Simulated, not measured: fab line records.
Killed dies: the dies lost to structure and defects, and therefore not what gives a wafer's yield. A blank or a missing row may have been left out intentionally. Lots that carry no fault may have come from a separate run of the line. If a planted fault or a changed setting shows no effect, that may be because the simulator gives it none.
What tool caused it?    flow n5Finfet    24 lots, 72 wafers sampled, at 4 steps of a route of 1938

== WHAT EACH GAUGE READ, for each wafer ==
N5_BEOL_M4_OVL_MEAS_12. Usual: M4_OVL typically reads -0.1 nm, with standard deviation 0.85.
lot   measured      on          M4_OVL (nm)     flag
L074  day 7 03:19   overlay-02  -0.8 -1.4 -1.7  
L075  day 7 14:29   overlay-01  -1.4 -1.0 0.0   
L076  day 7 22:49   overlay-02  0.9 1.3 1.6     
L077  day 7 23:59   overlay-01  0.5 0.0 0.2     
L078  day 8 01:23   overlay-02  0.9 1.0 0.4     
L079  day 8 10:02   overlay-01  -0.4 0.1 -0.3   
L080  day 8 16:55   overlay-02  -0.2 1.0 0.1    
L081  day 9 07:12   overlay-01  -0.7 0.5 -0.9   
L082  day 9 20:45   overlay-01  -0.4 -0.3 -0.1  
L083  day 10 08:11  overlay-01  1.2 1.2 1.7     
L084  day 10 13:10  overlay-02  0.9 -0.2 0.3    
L085  day 10 16:07  overlay-02  0.6 0.7 -0.6    
L086  day 10 19:47  overlay-01  -0.4 -0.2 -0.9  
L088  day 10 21:02  overlay-02  -0.2 0.5 0.7    
L087  day 10 21:12  overlay-02  -0.9 -0.5 -0.4  
L089  day 11 04:12  overlay-01  0.9 0.0 0.5     
L090  day 11 04:25  overlay-02  0.3 -0.8 -0.3   
L091  day 12 05:23  overlay-02  0.2 0.0 -0.3    
L092  day 12 09:13  overlay-02  0.1 -0.1 -0.2   
L094  day 12 11:44  overlay-02  0.1 -1.1 -0.2   
L093  day 12 12:44  overlay-01  -1.6 -1.0 -0.8  
L095  day 13 02:07  overlay-02  0.7 0.1 -0.3    
L096  day 13 06:02  overlay-01  0.2 0.2 -0.4    
L097  day 13 06:13  overlay-01  -0.9 -1.9 -0.7  

== EACH LOT AND THE TOOL THAT RAN IT (in order: tool; ch and the chambers of the sampled wafers; start) ==
lot   N5_BEOL_M3_ANNEAL_82         N5_BEOL_M3_CO_CAP_55             N5_BEOL_M4_ILD_DEP_00
L074  pvdSputter-03, day 6 23:31   cvdCo-01 ch 0,2, day 7 01:38     pecvd-03 ch 0,2, day 7 01:53
L075  pvdSputter-03, day 7 10:54   cvdCo-01 ch 1,2, day 7 13:00     pecvd-01 ch 0,2, day 7 13:15
L076  pvdSputter-03, day 7 18:02   cvdCo-02 ch 0,2, day 7 20:23     pecvd-03 ch 0,1,2, day 7 20:38
L077  pvdSputter-02, day 7 19:43   cvdCo-01 ch 0,1, day 7 21:50     pecvd-03 ch 1,2, day 7 22:05
L078  pvdSputter-02, day 7 21:50   cvdCo-01 ch 0,2, day 8 00:02     pecvd-01 ch 0,1,2, day 8 00:17
L079  pvdSputter-03, day 8 05:05   cvdCo-01 ch 0,2, day 8 07:25     pecvd-01 ch 0,1,2, day 8 07:40
L080  pvdSputter-02, day 8 12:11   cvdCo-02 ch 0,1, day 8 14:17     pecvd-03 ch 0,1,2, day 8 14:34
L081  pvdSputter-02, day 9 03:31   cvdCo-01 ch 0,1,2, day 9 05:38   pecvd-01 ch 0,1,2, day 9 05:53
L082  pvdSputter-02, day 9 17:13   cvdCo-02 ch 1,2, day 9 19:20     pecvd-03 ch 0,2, day 9 19:34
L083  pvdSputter-03, day 10 03:57  cvdCo-01 ch 0,1,2, day 10 06:04  pecvd-02 ch 0,1,2, day 10 06:19
L084  pvdSputter-03, day 10 09:35  cvdCo-01 ch 0,1,2, day 10 11:42  pecvd-01 ch 0,1, day 10 11:56
L085  pvdSputter-03, day 10 11:26  cvdCo-02 ch 0,1, day 10 13:55    pecvd-01 ch 0,1, day 10 14:10
L086  pvdSputter-02, day 10 14:17  cvdCo-02 ch 1,2, day 10 16:26    pecvd-03 ch 0,1, day 10 16:42
L088  pvdSputter-01, day 10 17:22  cvdCo-01 ch 0,1, day 10 19:28    pecvd-01 ch 0,1,2, day 10 19:43
L087  pvdSputter-03, day 10 17:26  cvdCo-02 ch 1, day 10 19:47      pecvd-03 ch 1,2, day 10 20:04
L089  pvdSputter-02, day 10 23:51  cvdCo-01 ch 1,2, day 11 01:58    pecvd-01 ch 0,1,2, day 11 02:13
L090  pvdSputter-01, day 11 00:36  cvdCo-02 ch 0,1, day 11 02:43    pecvd-01 ch 0,1,2, day 11 02:57
L091  pvdSputter-01, day 12 01:50  cvdCo-01 ch 1,2, day 12 03:57    pecvd-01 ch 0,1,2, day 12 04:13
L092  pvdSputter-02, day 12 05:54  cvdCo-02 ch 0,2, day 12 08:10    pecvd-01 ch 0,2, day 12 08:25
L094  pvdSputter-02, day 12 07:44  cvdCo-01 ch 0,1, day 12 09:52    pecvd-02 ch 0,1, day 12 10:06
L093  pvdSputter-01, day 12 09:48  cvdCo-01 ch 0,2, day 12 11:54    pecvd-02 ch 0,2, day 12 12:09
L095  pvdSputter-02, day 12 22:10  cvdCo-02 ch 0,1, day 13 00:16    pecvd-01 ch 0,1, day 13 00:31
L096  pvdSputter-01, day 13 02:42  cvdCo-02 ch 0,1,2, day 13 04:48  pecvd-01 ch 0,1,2, day 13 05:03
L097  pvdSputter-02, day 13 02:50  cvdCo-02 ch 1,2, day 13 04:57    pecvd-01 ch 0,2, day 13 05:11
- N5_BEOL_M3_ANNEAL_82: time 240 s.
- N5_BEOL_M3_CO_CAP_55: material Co, precursor CCTBA/H2, target thk 2 nm, time 102.1 s.
- N5_BEOL_M4_ILD_DEP_00: deposits SiOC from DEMS/O2, target thk 79 nm, time 15.3 s.

== WHAT THE TOOLS THEMSELVES READ (means of the sampled wafers that have a number; where no wafer has one, the mark that the record gives instead) ==
N5_BEOL_M3_ANNEAL_82. Usual: heaterPowerW at 853 W, with a standard deviation of 86.
lot   tool           heaterPowerW (W)  flag
L074  pvdSputter-03  932               
L075  pvdSputter-03  952               
L076  pvdSputter-03  874               
L077  pvdSputter-02  834               
L078  pvdSputter-02  827               
L079  pvdSputter-03  914               
L080  pvdSputter-02  833               
L081  pvdSputter-02  821               
L082  pvdSputter-02  822               
L083  pvdSputter-03  890               
L084  pvdSputter-03  866               
L085  pvdSputter-03  889               
L086  pvdSputter-02  843               
L088  pvdSputter-01  793               
L087  pvdSputter-03  827               
L089  pvdSputter-02  814               
L090  pvdSputter-01  792               
L091  pvdSputter-01  777               
L092  pvdSputter-02  847               
L094  pvdSputter-02  801               
L093  pvdSputter-01  781               
L095  pvdSputter-02  810               
L096  pvdSputter-01  766               
L097  pvdSputter-02  862               

N5_BEOL_M3_CO_CAP_55. Usual: heaterPowerW at 251 W, with a standard deviation of 43.
lot   tool      heaterPowerW (W)  flag
L074  cvdCo-01  262               
L075  cvdCo-01  228               
L076  cvdCo-02  275               
L077  cvdCo-01  287               
L078  cvdCo-01  263               
L079  cvdCo-01  229               
L080  cvdCo-02  261               
L081  cvdCo-01  260               
L082  cvdCo-02  225               
L083  cvdCo-01  252               
L084  cvdCo-01  256               
L085  cvdCo-02  264               
L086  cvdCo-02  221               
L088  cvdCo-01  287               
L087  cvdCo-02  195               
L089  cvdCo-01  256               
L090  cvdCo-02  230               
L091  cvdCo-01  229               
L092  cvdCo-02  276               
L094  cvdCo-01  288               
L093  cvdCo-01  227               
L095  cvdCo-02  260               
L096  cvdCo-02  241               
L097  cvdCo-02  208               

N5_BEOL_M4_ILD_DEP_00. Usual: heaterPowerW 492 W, standard deviation 94; showerheadPlenumPTorr 5.697 Torr, standard deviation 0.016; throttleValvePct 12.0 %, standard deviation 0.45.
lot   tool      heaterPowerW (W)  showerheadPlenumPTorr (Torr)  throttleValvePct (%)  flag
L074  pecvd-03  360               5.678                         12.5                  
L075  pecvd-01  491               5.701                         11.8                  
L076  pecvd-03  439               5.691                         12.5                  
L077  pecvd-03  513               5.698                         12.2                  
L078  pecvd-01  568               5.703                         11.8                  
L079  pecvd-01  543               5.700                         11.8                  
L080  pecvd-03  393               5.683                         12.3                  
L081  pecvd-01  561               5.703                         12.1                  
L082  pecvd-03  361               5.668                         12.3                  
L083  pecvd-02  443               5.706                         11.8                  
L084  pecvd-01  513               5.700                         12.0                  
L085  pecvd-01  499               5.696                         12.1                  
L086  pecvd-03  412               5.680                         12.5                  
L088  pecvd-01  558               5.701                         11.8                  
L087  pecvd-03  508               5.699                         12.3                  
L089  pecvd-01  546               5.703                         12.0                  
L090  pecvd-01  527               5.701                         11.8                  
L091  pecvd-01  544               5.711                         11.9                  
L092  pecvd-01  523               5.700                         11.5                  
L094  pecvd-02  508               5.725                         11.7                  
L093  pecvd-02  412               5.706                         11.6                  
L095  pecvd-01  551               5.695                         12.2                  
L096  pecvd-01  520               5.703                         11.9                  
L097  pecvd-01  553               5.689                         11.3                  

== THE ANSWER, worked out from the rows above alone ==
Rule: take the mean of a lot's wafers that have a number; if it is more than 3 standard deviations from the usual mean, the lot is off. Also off: a lot with no number at a reading for which 4 or more lots have one. Any other lot the step has rows for is counted as sound. After the gauges, taken in route order, come the tools' own readings; for these a lot's mean is taken, as printed above. The first step at which some lot is off is used, and at that step the reading that is off furthest; a lot without a number counts as furthest.
No lot is off at any reading shown: from this, nothing can be told.

== WHAT THE SIMULATOR HAD PUT IN ==
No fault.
